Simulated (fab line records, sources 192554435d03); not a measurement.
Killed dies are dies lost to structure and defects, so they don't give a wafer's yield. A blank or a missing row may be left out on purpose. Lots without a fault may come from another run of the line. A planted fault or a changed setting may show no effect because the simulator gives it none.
Split-lot experiment | flow n5_finfet | 7 lots, 39 wafers read, on a route of 1938 steps

THE SPLIT
At N5_PMOS_HMC_CHANNEL_EPI_HM_DEP_34 (deposits SiO2 from TEOS/O2, target thk 36 nm, time 6.9 s), the setting target_thk_a was moved away from the recipe's 360 angstrom on 12 of the 39 wafers read, by -23.4% to +59.6%. The other wafers ran this setting at the recipe's value.

The reading is taken at the split's own step.

THE READING
SiO2_of_PMOS_HMC_CHANNEL_EPI_HM_DEP_34.thk_nm (the simulator's own value, which no gauge read), in nm, at N5_PMOS_HMC_CHANNEL_EPI_HM_DEP_34 (deposits SiO2 from TEOS/O2, target thk 36 nm, time 6.9 s). The file gives no usual value for it. The 27 wafers here that ran the recipe average 36.33 nm, standard deviation 0.34 nm.

wafer  | tool, chamber at the split | target_thk_a as run, angstrom | against the recipe | SiO2_of_PMOS_HMC_CHANNEL_EPI_HM_DEP_34.thk_nm, nm | against lot-mates on the recipe
L075.1 | pecvd-02, 2                | 360                           | recipe             | 36.61                                             | -
L075.3 | pecvd-02, 1                | 360                           | recipe             | 36.05                                             | -
L075.4 | pecvd-02, 1                | 360                           | recipe             | 36.97                                             | -
L080.1 | pecvd-02, 1                | 360                           | recipe             | 36.41                                             | -
L080.2 | pecvd-02, 0                | 360                           | recipe             | 35.66                                             | -
L080.3 | pecvd-02, 2                | 360                           | recipe             | 36.02                                             | -
L080.4 | pecvd-02, 0                | 360                           | recipe             | 36.6                                              | -
L080.5 | pecvd-02, 2                | 360                           | recipe             | 36.81                                             | -
L080.6 | pecvd-02, 1                | 360                           | recipe             | 36.16                                             | -
L086.1 | pecvd-04, 1                | 532.5                         | +47.9%             | 52.82                                             | +16.56
L086.2 | pecvd-04, 2                | 360                           | recipe             | 35.96                                             | -
L086.3 | pecvd-04, 0                | 532.5                         | +47.9%             | 53.25                                             | +16.99
L086.4 | pecvd-04, 1                | 360                           | recipe             | 36.37                                             | -
L086.5 | pecvd-04, 0                | 360                           | recipe             | 36.44                                             | -
L086.6 | pecvd-04, 2                | 532.5                         | +47.9%             | 53.93                                             | +17.67
L087.1 | pecvd-04, 1                | 360                           | recipe             | 36.04                                             | -
L087.2 | pecvd-04, 0                | 360                           | recipe             | 36.18                                             | -
L087.3 | pecvd-04, 2                | 360                           | recipe             | 36.13                                             | -
L087.4 | pecvd-04, 2                | 360                           | recipe             | 36.87                                             | -
L087.5 | pecvd-04, 1                | 360                           | recipe             | 36.24                                             | -
L087.6 | pecvd-04, 0                | 360                           | recipe             | 36.49                                             | -
L089.1 | pecvd-02, 1                | 445.9                         | +23.9%             | 44.34                                             | +7.75
L089.2 | pecvd-02, 0                | 445.9                         | +23.9%             | 44.67                                             | +8.08
L089.3 | pecvd-02, 2                | 360                           | recipe             | 36.37                                             | -
L089.4 | pecvd-02, 1                | 360                           | recipe             | 36.42                                             | -
L089.5 | pecvd-02, 2                | 445.9                         | +23.9%             | 45.33                                             | +8.74
L089.6 | pecvd-02, 0                | 360                           | recipe             | 36.99                                             | -
L090.1 | pecvd-01, 1                | 574.5                         | +59.6%             | 56.77                                             | +20.37
L090.2 | pecvd-01, 0                | 360                           | recipe             | 36.13                                             | -
L090.3 | pecvd-01, 2                | 574.5                         | +59.6%             | 57.43                                             | +21.03
L090.4 | pecvd-01, 0,1              | 360                           | recipe             | 36.54                                             | -
L090.5 | pecvd-01, 0,1              | 360                           | recipe             | 36.54                                             | -
L090.6 | pecvd-01, 2                | 574.5                         | +59.6%             | 58.01                                             | +21.61
L092.1 | pecvd-02, 2                | 360                           | recipe             | 36.15                                             | -
L092.2 | pecvd-02, 1                | 360                           | recipe             | 36.14                                             | -
L092.3 | pecvd-02, 0                | 360                           | recipe             | 35.65                                             | -
L092.4 | pecvd-02, 0                | 275.7                         | -23.4%             | 28.5                                              | -7.48
L092.5 | pecvd-02, 1                | 275.7                         | -23.4%             | 28.13                                             | -7.85
L092.6 | pecvd-02, 2                | 275.7                         | -23.4%             | 28.2                                              | -7.78
Where a row lists several chambers, the file gives one row for several wafers and doesn't say which wafer went through which chamber.

THE FIT
A straight line over all 39 wafers: SiO2_of_PMOS_HMC_CHANNEL_EPI_HM_DEP_34.thk_nm changes by +0.353 nm for each +1% of target_thk_a; r = +1.00; the points scatter about the line by 0.38 nm.
The same after taking each lot's own level away (the mean of its wafers on the recipe; 39 wafers): +0.35 nm for each +1%; r = +1.00; scatter 0.38 nm.
On that fit, the largest move of target_thk_a shifts the reading by 21 nm.
The lots' own levels span 35.980 to 36.593 nm, that is 1.8 times the standard deviation above.
So the lot-to-lot level changes the slope little: the two slopes agree.
Check: with one of the wafers moved furthest among these (+59.6%) left out of the fit, the line predicts +21 nm for it against its lot-mates. It came out at +20.4 nm against them.

THE FILE'S OWN FIT
SiO2_of_PMOS_HMC_CHANNEL_EPI_HM_DEP_34.thk_nm changes by +0.351 nm for each +1% of target_thk_a, r = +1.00.
